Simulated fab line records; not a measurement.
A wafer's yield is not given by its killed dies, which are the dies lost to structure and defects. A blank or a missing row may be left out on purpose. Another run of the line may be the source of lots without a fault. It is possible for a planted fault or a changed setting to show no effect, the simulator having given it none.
Chamber matching | flow nandHarc | pecvd-03 running NHARC_A_M0_PRE_CLEAN_31: 3 sister chambers
The step time 12 s. 5 wafers are shown with their chamber, then 8 later ones without.

## EACH WAFER AND ITS CHAMBER
wafer  | chamber | heaterPowerW (W)
L082.5 | 0       | 661
L087.2 | 1       | 571
L087.3 | 2       | 579
L087.6 | 1       | 567
L089.3 | 0       | 644

## WAFERS WHOSE CHAMBER IS MISSING
wafer  | heaterPowerW (W)
L089.4 | 647
L089.5 | 608
L090.2 | 703
L090.3 | 568
L090.6 | 528
L092.3 | 688
L092.4 | 661
L092.5 | 612

## THE CHAMBER EACH PASSED THROUGH
wafer  | from the rows above          | in truth
L089.4 | 0                            | 0
L089.5 | can't be placed: 2 or 1 or 0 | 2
L090.2 | 0                            | 0
L090.3 | can't be placed: 1 or 2      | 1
L090.6 | can't be placed: 1 or 2      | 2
L092.3 | 0                            | 0
L092.4 | 0                            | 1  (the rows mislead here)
L092.5 | can't be placed: 2 or 0 or 1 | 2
Correctly placed: 3 of 8. Unplaceable from these rows: 4, with the true chamber sitting among the candidates in 4. Wrongly placed: 1.
How it was worked out, from the rows above alone: a wafer's distance from a chamber is the root of the sum, over the readings, of the square of ((its reading less the chamber's mean) divided by the reading's scatter). If the next closest chamber is less than 2 further off than the closest, the wafer can't be placed; otherwise it belongs to the closest. Each chamber's mean is taken over the wafers shown for it. The scatter: take each reading less its chamber's mean, square it, sum over the shown wafers, divide by the number of wafers less the number of chambers, and take the root.
